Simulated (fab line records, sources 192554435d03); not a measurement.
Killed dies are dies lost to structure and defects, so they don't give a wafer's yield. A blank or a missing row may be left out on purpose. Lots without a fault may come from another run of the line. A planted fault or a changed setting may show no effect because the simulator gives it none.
Chamber matching | flow n5_finfet | N5_BEOL_M1_ETCHBACK_99 on rie_diel-04: 4 sister chambers
The step etches SiO2 in CHF3, target depth 5 nm, time 10.4 s. 4 wafers are shown with their chamber, then 9 later ones without.

WAFERS WITH THEIR CHAMBER
wafer  | chamber | drypump_motor_current_A (A)
L086.1 | 1       | 5.0
L086.3 | 2       | 6.3
L087.3 | 3       | 6.1
L087.6 | 0       | 5.1

WAFERS WITHOUT THEIR CHAMBER
wafer  | drypump_motor_current_A (A)
L088.3 | 5.1
L088.5 | 5.1
L088.6 | 5.0
L092.1 | 5.0
L092.3 | 6.1
L092.6 | 6.3
L097.1 | 5.1
L097.3 | 6.2
L097.5 | 5.1

WHICH CHAMBER EACH WENT THROUGH
wafer  | from the rows above     | in truth
L088.3 | 0                       | 0
L088.5 | 0                       | 0
L088.6 | 1                       | 1
L092.1 | 1                       | 1
L092.3 | 3                       | 3
L092.6 | 2                       | 2
L097.1 | 0                       | 0
L097.3 | can't be placed: 2 or 3 | 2
L097.5 | 0                       | 0
Placed correctly: 8 of 9. Can't be placed from these rows: 1 (the true chamber is among the candidates in 1). Placed wrongly: 0.
How it was worked out, from the rows above alone: a wafer's distance from a chamber is the root of the sum, over the readings, of the square of ((its reading less the chamber's mean) divided by the reading's scatter). The wafer belongs to the nearest chamber; if the next one is less than 2 further off, it can't be placed. A chamber's mean is the mean of its shown wafers. The scatter: with one shown wafer a chamber, the root of the mean of the squares of how far each hidden wafer lies from its nearest shown one.
